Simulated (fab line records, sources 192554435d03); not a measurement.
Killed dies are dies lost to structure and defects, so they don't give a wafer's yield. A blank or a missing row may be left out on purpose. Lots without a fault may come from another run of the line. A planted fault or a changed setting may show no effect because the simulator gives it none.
Split-lot experiment | flow n5_finfet | 7 lots, 21 wafers read, on a route of 1938 steps

THE SPLIT
At N5_BEOL_M0_SAQP_HM_DEP_111 (deposits SiO2 from SiH4/N2O, target thk 12 nm, time 7.2 s), the setting time_s was moved away from the recipe's 7.2 s on 6 of the 21 wafers read, by -9.3% to +13.1%. The other wafers ran this setting at the recipe's value.

FROM THE SPLIT TO THE READING: what the file shows between them, 8 steps
- N5_BEOL_M0_SAQP_COAT_81: time 60 s, resist thk 100 nm
- N5_BEOL_M0_SAQP_COAT_82: time 60 s, resist thk 30 nm
- N5_BEOL_M0_SAQP_ETCH_84: etches SOC in N2/H2, target depth 100 nm, overetch 20 nm, time 150 s
- N5_BEOL_M0_SAQP_STRIP_80: strips in N2/H2
- N5_BEOL_M0_SAQP_HM_OPEN_112: chemistry CHF3/O2, target SiO2, stops on a-Si, target depth 12 nm, time 13.5 s
- N5_BEOL_M0_SAQP_STRIP_113: strips in CHF3/O2
- N5_BEOL_M0_SAQP_MANDREL_ETCH_20: etches a-Si in HBr/Cl2, stops on SiNx, target depth 60 nm, bt time 10 s, time 30 s
- N5_BEOL_M0_SAQP_STRIP_86: strips in N2/H2

THE READING
SiO2_of_BEOL_M0_SAQP_HM_DEP_111.thk_nm (the simulator's own value, which no gauge read), in nm, at N5_BEOL_M0_SAQP_STRIP_115 (strips in post etch residue remover, time 60 s). The file gives no usual value for it. The 15 wafers here that ran the recipe average 11.9 nm, standard deviation 0.16 nm.

wafer  | tool, chamber at the split | time_s as run, s | against the recipe | SiO2_of_BEOL_M0_SAQP_HM_DEP_111.thk_nm, nm | against lot-mates on the recipe
L076.2 | pecvd-04, 0                | 8.145            | +13.1%             | 13.4                                       | no lot-mate on the recipe
L076.6 | pecvd-04, 0                | 8.145            | +13.1%             | 13.4                                       | no lot-mate on the recipe
L076.4 | pecvd-04, 2                | 8.145            | +13.1%             | 13.6                                       | no lot-mate on the recipe
L082.1 | pecvd-02, 2                | 6.529            | -9.3%              | 10.6                                       | -1.4
L082.2 | pecvd-02, 1                | 6.529            | -9.3%              | 10.6                                       | -1.4
L082.4 | pecvd-02, 1                | 7.2              | recipe             | 12                                         | -
L085.2 | pecvd-04, 0                | 7.591            | +5.4%              | 12.4                                       | +0.6
L085.3 | pecvd-04, 1,0              | 7.2              | recipe             | 11.8                                       | -
L085.5 | pecvd-04, 1,0              | 7.2              | recipe             | 11.8                                       | -
L090.1 | pecvd-02, 1                | 7.2              | recipe             | 11.6                                       | -
L090.2 | pecvd-02, 0,1              | 7.2              | recipe             | 11.6                                       | -
L090.6 | pecvd-02, 0,1              | 7.2              | recipe             | 11.8                                       | -
L091.1 | pecvd-04, 1                | 7.2              | recipe             | 12                                         | -
L091.4 | pecvd-04, 1                | 7.2              | recipe             | 12                                         | -
L091.5 | pecvd-04, 1                | 7.2              | recipe             | 12                                         | -
L095.4 | pecvd-02, 0                | 7.2              | recipe             | 11.6                                       | -
L095.5 | pecvd-02, 1,2              | 7.2              | recipe             | 12                                         | -
L095.6 | pecvd-02, 1,2              | 7.2              | recipe             | 12                                         | -
L096.3 | pecvd-04, 0,1              | 7.2              | recipe             | 11.8                                       | -
L096.5 | pecvd-04, 0                | 7.2              | recipe             | 12                                         | -
L096.6 | pecvd-04, 0,1              | 7.2              | recipe             | 12                                         | -
Where a row lists several chambers, the file gives one row for several wafers and doesn't say which wafer went through which chamber.

THE FIT
A straight line over all 21 wafers: SiO2_of_BEOL_M0_SAQP_HM_DEP_111.thk_nm changes by +0.125 nm for each +1% of time_s; r = +0.98; the points scatter about the line by 0.15 nm.
The same after taking each lot's own level away (the mean of its wafers on the recipe; 18 wafers): +0.143 nm for each +1%; r = +0.98; scatter 0.11 nm.
On that fit, the largest move of time_s shifts the reading by 1.9 nm.
The lots' own levels span 11.67 to 12.00 nm, that is 2.1 times the standard deviation above.
So the lot-to-lot level changes the slope: the two fits differ.
Check: with one of the wafers moved furthest among these (-9.3%) left out of the fit, the line predicts -1.32 nm for it against its lot-mates. It came out at -1.4 nm against them.

OTHER SPLITS ON THESE WAFERS
These wafers also went through other splits before the reading. Each is held against what the fit with the lots' levels taken away leaves over:
other split on the same wafers    | wafers away from the commonest value | r with SiO2_of_BEOL_M0_SAQP_HM_DEP_111.thk_nm (lot level and that fit taken away)
N5_MOL_CONTACT_COAG_ALD_27 time_s | 5                                    | -0.05
N5_BEOL_M0_SAQP_PECVD_96 time_s   | 5                                    | +0.41

THE WHOLE CHAIN: every reading that the file lists as answering this split, in the file's order
step                        | what it does                                                                   | reading                                                                                 | change (the file's fit)               | r (the file's)
N5_BEOL_M0_SAQP_HM_DEP_111  | deposits SiO2 from SiH4/N2O, target thk 12 nm, time 7.2 s                      | SiO2_of_BEOL_M0_SAQP_HM_DEP_111.thk_nm (the simulator's own value, which no gauge read) | +0.132 nm for each +1% of the setting | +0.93
N5_BEOL_M0_SAQP_HM_OPEN_112 | chemistry CHF3/O2, target SiO2, stops on a-Si, target depth 12 nm, time 13.5 s | etch.depth_nm (the simulator's own value, which no gauge read)                          | +0.14 nm for each +1% of the setting  | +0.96
N5_BEOL_M0_SAQP_STRIP_115   | strips in post etch residue remover, time 60 s                                 | SiO2_of_BEOL_M0_SAQP_HM_DEP_111.thk_nm (the simulator's own value, which no gauge read) | +0.14 nm for each +1% of the setting  | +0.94

THE FILE'S OWN FIT
SiO2_of_BEOL_M0_SAQP_HM_DEP_111.thk_nm changes by +0.14 nm for each +1% of time_s, r = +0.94.
